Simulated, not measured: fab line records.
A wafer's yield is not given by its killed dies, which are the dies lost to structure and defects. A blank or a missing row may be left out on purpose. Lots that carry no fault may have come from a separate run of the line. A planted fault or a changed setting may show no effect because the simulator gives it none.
Which tool did it? -- flow nand harc -- 11 lots, 33 wafers sampled, at 6 steps of a route of 1302

== WHAT THE GAUGES SHOWED, per wafer ==
NHARC_P_GATE_CD_MEAS_26: the cd target is 120 nm. Usual: cd nm reads 120.1 nm (standard deviation 0.56).
lot,measured,on,cd nm (nm),flag
L561,day 5 01:41,cd sem-01,119.7 120.0 120.0,
L562,day 5 12:02,cd sem-03,120.4 119.7 120.4,
L565,day 6 12:37,cd sem-01,121.1 119.8 120.3,
L567,day 7 05:59,cd sem-03,120.3 119.1 119.9,
L568,day 7 20:38,cd sem-02,119.4 118.8 119.9,
L572,day 9 18:59,cd sem-03,108.8 108.7 108.7,OFF
L575,day 11 08:30,cd sem-03,119.7 120.4 119.2,
L580,day 12 22:40,cd sem-03,120.6 119.4 120.6,
L581,day 13 13:05,cd sem-01,119.8 120.6 119.7,
L583,day 14 00:43,cd sem-01,120.0 120.5 120.3,
L584,day 14 12:34,cd sem-03,121.0 119.9 118.8,

NHARC_END_SORT_01. Usual: killed at array 57, standard deviation 18; killed at other 0.9, standard deviation 1.3; killed at periphery 3.5, standard deviation 2.2; killed dies 62, standard deviation 18; killed open 3.0, standard deviation 1.7; killed short 2.3, standard deviation 1.5.
lot,measured,on,killed at array,killed at other,killed at periphery,killed dies,killed open,killed short,flag
L572,day 29 06:38,prober-02,79 91 93,0 1 0,2 9 4,81 101 97,3 2 3,2 1 1,

== EACH LOT AND THE TOOL THAT RAN IT (in order: tool; ch and the chambers of the sampled wafers; start) ==
lot,NHARC_P_STI_ETCH_31,NHARC_P_GATE_HM_DEP_102,NHARC_P_GATE_EXPOSE_23,NHARC_P_GATE_ETCH_104
L561,"rie diel-07 ch 1,3, day 5 00:28 or earlier","acl dep-03 ch 0, day 5 00:28","arfi scanner-03 ch 0, day 5 01:34","rie diel-03 ch 2,3, day 5 01:58"
L562,"rie diel-12 ch 1,3, day 5 10:49 or earlier","acl dep-03 ch 0, day 5 10:49","arfi scanner-03 ch 0, day 5 11:54","rie diel-06 ch 0,1,2, day 5 12:19"
L565,"rie diel-07 ch 0,2,3, day 6 11:43 or earlier","acl dep-03 ch 0, day 6 11:43","arfi scanner-01 ch 0, day 6 12:29","rie diel-03 ch 0,1,2, day 6 12:54"
L567,"rie diel-07 ch 1,2, day 7 04:53 or earlier","acl dep-01 ch 0, day 7 04:53","arfi scanner-01 ch 0, day 7 05:50","rie diel-10 ch 0,1, day 7 06:14"
L568,"rie diel-12 ch 2,3, day 7 19:26 or earlier","acl dep-03 ch 0, day 7 19:26","arfi scanner-01 ch 0, day 7 20:30","rie diel-10 ch 0,1,2, day 7 20:55"
L572,"rie diel-12 ch 1,3, day 9 17:53 or earlier","acl dep-01 ch 0, day 9 17:53","arfi scanner-03 ch 0, day 9 18:52","rie diel-06 ch 0,1,2, day 9 19:16"
L575,"rie diel-02 ch 0,2,3, day 11 07:03 or earlier","acl dep-01 ch 0, day 11 07:03","arfi scanner-01 ch 0, day 11 08:22","rie diel-03 ch 0,1,2, day 11 08:46"
L580,"rie diel-12 ch 0,1,2, day 12 21:28 or earlier","acl dep-03 ch 0, day 12 21:28","arfi scanner-01 ch 0, day 12 22:32","rie diel-06 ch 0,2,3, day 12 22:59"
L581,"rie diel-02 ch 2,3, day 13 11:45 or earlier","acl dep-01 ch 0, day 13 11:45","arfi scanner-03 ch 0, day 13 12:56","rie diel-10 ch 0,1,3, day 13 13:21"
L583,"rie diel-02 ch 0,1,2, day 13 23:18 or earlier","acl dep-01 ch 0, day 13 23:18","arfi scanner-01 ch 0, day 14 00:35","rie diel-10 ch 0,1,3, day 14 01:00"
L584,"rie diel-02 ch 0,2,3, day 14 11:14 or earlier","acl dep-01 ch 0, day 14 11:14","arfi scanner-03 ch 0, day 14 12:26","rie diel-06 ch 0,1,3, day 14 12:51"
- NHARC_P_STI_ETCH_31: etches the open film in CF4/CHF3, target depth 108.9 nm, time 54.5 s.
- NHARC_P_GATE_HM_DEP_102: deposits aC, target thk 120 nm.
- NHARC_P_GATE_EXPOSE_23: exposes mask P GATE, target cd 120 nm.
- NHARC_P_GATE_ETCH_104: etches the open film in CF4/CHF3, target depth 60 nm.

== AS READ BY THE TOOLS THEMSELVES (means over the sampled wafers that have a number; for cases with no such wafer, the mark the record gives instead) ==
NHARC_P_STI_ETCH_31. Usual: drypump motor current A 6.1 A, standard deviation 0.45; oes product au 0.958 a.u., standard deviation 0.02; rf vpp V 370.9 V, standard deviation 2.4; showerhead plenum p Torr 1.58 Torr, standard deviation 0.071; throttle valve pct 16.802 %, standard deviation 0.0092.
lot,tool,drypump motor current A (A),oes product au (a.u.),rf vpp V (V),showerhead plenum p Torr (Torr),throttle valve pct (%),flag
L561,rie diel-07,6.3,0.974,368.9,1.51,16.808,
L562,rie diel-12,6.5,0.943,373.1,1.66,16.794,
L565,rie diel-07,6.1,0.966,370.0,1.57,16.812,
L567,rie diel-07,6.0,0.955,369.6,1.55,16.808,
L568,rie diel-12,6.0,0.967,373.7,1.69,16.806,
L572,rie diel-12,6.5,0.939,373.6,1.66,16.800,
L575,rie diel-02,6.3,0.976,369.4,1.56,16.803,
L580,rie diel-12,6.0,0.973,371.3,1.60,16.802,
L581,rie diel-02,6.2,0.975,370.2,1.54,16.797,
L583,rie diel-02,6.2,0.958,371.1,1.57,16.802,
L584,rie diel-02,6.3,0.975,371.3,1.56,16.804,

NHARC_P_GATE_HM_DEP_102. Usual: throttle valve pct reads 34.999 % (standard deviation 0.0093).
lot,tool,throttle valve pct (%),flag
L561,acl dep-03,35.002,
L562,acl dep-03,34.994,
L565,acl dep-03,34.989,
L567,acl dep-01,35.003,
L568,acl dep-03,34.996,
L572,acl dep-01,34.989,
L575,acl dep-01,34.997,
L580,acl dep-03,35.005,
L581,acl dep-01,34.997,
L583,acl dep-01,34.999,
L584,acl dep-01,35.001,

NHARC_P_GATE_EXPOSE_23. Usual: focus offset nm reads 0.0 nm (standard deviation 0.44).
lot,tool,focus offset nm (nm),flag
L561,arfi scanner-03,-0.2,
L562,arfi scanner-03,0.1,
L565,arfi scanner-01,-0.6,
L567,arfi scanner-01,0.4,
L568,arfi scanner-01,-0.3,
L572,arfi scanner-03,-0.0,
L575,arfi scanner-01,-0.3,
L580,arfi scanner-01,-0.3,
L581,arfi scanner-03,-0.2,
L583,arfi scanner-01,-0.4,
L584,arfi scanner-03,0.6,

NHARC_P_GATE_ETCH_104. Usual: drypump motor current A 5.7 A, standard deviation 0.54; oes product au 0.954 a.u., standard deviation 0.021; rf vpp V 371.4 V, standard deviation 2.3; showerhead plenum p Torr 1.60 Torr, standard deviation 0.065; throttle valve pct 16.803 %, standard deviation 0.0088.
lot,tool,drypump motor current A (A),oes product au (a.u.),rf vpp V (V),showerhead plenum p Torr (Torr),throttle valve pct (%),flag
L561,rie diel-03,4.8,0.967,374.2,1.66,16.798,
L562,rie diel-06,5.9,0.924,370.8,1.55,16.799,
L565,rie diel-03,5.4,0.966,372.0,1.64,16.799,
L567,rie diel-10,6.0,0.968,370.7,1.55,16.806,
L568,rie diel-10,6.0,0.969,370.5,1.58,16.813,
L572,rie diel-06,5.9,0.961,370.0,1.55,16.807,
L575,rie diel-03,5.4,0.960,372.6,1.64,16.803,
L580,rie diel-06,5.8,0.931,368.2,1.52,16.810,
L581,rie diel-10,5.9,0.925,371.7,1.60,16.807,
L583,rie diel-10,5.9,0.977,371.7,1.60,16.804,
L584,rie diel-06,5.8,0.968,369.5,1.56,16.803,

== THE ANSWER, worked out from the rows above alone ==
Rule: lot off if the mean of its wafers having a number is beyond 3 standard deviations from the usual mean. A lot without any number at a reading at which 4 lots or more have one is off too. Where the step has rows for the other lots, those lots are counted as sound. After the gauges, taken in route order, come the tools' own readings; for these a lot's mean is taken, as printed above. At the first step where some lot is off, the reading lying furthest off is the one used; lots without a number count as furthest.
Off at NHARC_P_GATE_CD_MEAS_26 (cd nm): L572.
A tool fits if, at a process step before that reading, it ran every lot that is off, and no sound lot after the first of them. Those tools and the gauges at NHARC_P_GATE_CD_MEAS_26 are tried in the same way. NHARC_P_STI_ETCH_31 gives no start for some lots, so the hours and the order of its lots are those of NHARC_P_GATE_HM_DEP_102. Not one of the candidates tried fits.

== WHAT THE SIMULATOR PUT IN ==
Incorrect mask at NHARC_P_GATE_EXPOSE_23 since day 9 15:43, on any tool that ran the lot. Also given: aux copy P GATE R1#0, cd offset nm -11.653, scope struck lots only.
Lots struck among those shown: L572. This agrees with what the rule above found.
